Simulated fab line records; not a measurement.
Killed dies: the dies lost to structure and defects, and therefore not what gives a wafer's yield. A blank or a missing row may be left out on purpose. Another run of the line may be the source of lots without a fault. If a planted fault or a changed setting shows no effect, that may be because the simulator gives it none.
A lot that was struck, set against a sound lot | flow nandHarc | 15 out of 1159 route steps
Sound: wafers L870.1, L870.4, L870.5. Wafers struck: L881.1, L881.3, L881.6. The cause comes at the end.
For every step that has rows: the tool of each side, followed by ch and its chambers, followed by its first start. Under that, the readings that differ: sound wafers | struck wafers | difference of the means | sigmas: that difference in standard deviations of wafers without a fault.
alike: same words and numbers on both sides, and readings whose means sit less than 2 such deviations apart. not compared: any withheld reading, any reading some wafer has no value for, any bound like >300 that may hide the same value, and any number with overlapping values for which the record gives no deviation.
A row with sigmas, a row that says differs or no value, or rows on one side alone: a step with any of these is where the two part. Non-overlapping numbers with no deviation appear without sigmas and do not part them. Lack of a reading on every wafer of one side parts them only where that side has two or more wafers.

first, 5 steps without rows for these wafers: NHARC_P_BONDPAD_SOFTBAKE_04 (time 70 s); NHARC_P_BONDPAD_EBR_05; NHARC_P_BONDPAD_EXPOSE_06 (exposes mask P BPAD); NHARC_P_BONDPAD_PEB_07 (peb time 80 s); NHARC_P_BONDPAD_DEVELOP_08 (time 50 s).
NHARC_P_BONDPAD_CD_MEAS_09: the cd target is 500 nm.
  sound on cdSem-03 ch 0, day 6 18:08; struck on cdSem-03 ch 0, day 9 11:02
  alike: cdNm
NHARC_P_BONDPAD_OVL_MEAS_38:
  sound on overlay-01 at day 6 18:13; struck on overlay-01 at day 9 11:08
reading         | sound    | struck   | difference | sigmas
overlayYNm (nm) | 15 16 16 | -9 -9 -9 | -25        | -4
  alike: overlayXNm
then, 1 step without rows for these wafers: NHARC_P_BONDPAD_HARDBAKE_10 (time 65 s).
NHARC_P_BONDPAD_DESCUM_11: chemistry O2, time 3 s.
  sound on rieDiel-10 ch 1,3, day 6 18:22; struck on rieDiel-10 ch 0,2,3, day 9 11:16
reading             | sound             | struck            | difference | sigmas
oesProductAu (a.u.) | 1.007 0.993 1.009 | 0.997 0.993 0.975 | -0.015     | -2
  alike: drypumpMotorCurrentA, rfVppV, showerheadPlenumPTorr, throttleValvePct
  not compared: rfHoursCounterH
NHARC_P_BONDPAD_ETCH_37: etches the open film in N2/H2, target depth 60 nm, overetch 18 nm, time 65.91 s.
  sound on rieDiel-10 ch 1,3, day 6 18:26; struck on rieDiel-10 ch 0,1,2, day 9 11:20
  alike: drypumpMotorCurrentA, oesProductAu, rfVppV, showerheadPlenumPTorr, throttleValvePct
  not compared: rfHoursCounterH
NHARC_P_BONDPAD_ETCH_12: etches the open film in CHF3/O2, target depth 200 nm, time 100 s.
  sound: rieDiel-10 ch 0,3; struck: rieDiel-10 ch 0,2,3
reading             | sound             | struck            | difference | sigmas
oesProductAu (a.u.) | 0.928 0.918 0.913 | 0.951 0.980 0.967 | +0.046     | +2
  alike: chf3FlowSccm, drypumpMotorCurrentA, rfVppV, showerheadPlenumPTorr, throttleValvePct
  not compared: rfHoursCounterH
NHARC_P_BONDPAD_CD_MEAS_13:
  sound on cdSem-02 at day 6 18:40; struck on cdSem-01 at day 9 11:35
  alike: cdNm
NHARC_P_BONDPAD_STRIP_15: strips in O2.
  sound on rieDiel-06 ch 0,2,3, day 6 18:48; struck on rieDiel-10 ch 0,3, day 9 11:40
  no value came back on the struck wafers for any of 7 readings (biasW (W), chamberPressureMTorr (mTorr) and others); on the sound wafers biasW (W) reads 0 0 0
  not compared: rfHoursCounterH
NHARC_P_BONDPAD_ETCH_24: etches the open film in CF4/N2, target depth 30 nm, time 72.99 s.
  sound on rieDiel-06 ch 0,2,3, day 6 18:58; struck on rieDiel-10 ch 1,2, day 9 11:49
  alike: drypumpMotorCurrentA, oesProductAu, rfVppV, showerheadPlenumPTorr, throttleValvePct
  not compared: rfHoursCounterH
-- break in the record here, with 13 days between the starts of the struck wafers on either side (left off in module P_BONDPAD, picked up again in module END, where the first step shown is number 1159 on the route) --
NHARC_END_SORT_01:
  the record has rows for the struck wafers here (prober-01 ch 0, day 22 12:31) and none for the sound ones

WHERE THEY PART
Last at NHARC_END_SORT_01 as far as this record goes, first at NHARC_P_BONDPAD_OVL_MEAS_38.

WHY: the cause the simulator had injected
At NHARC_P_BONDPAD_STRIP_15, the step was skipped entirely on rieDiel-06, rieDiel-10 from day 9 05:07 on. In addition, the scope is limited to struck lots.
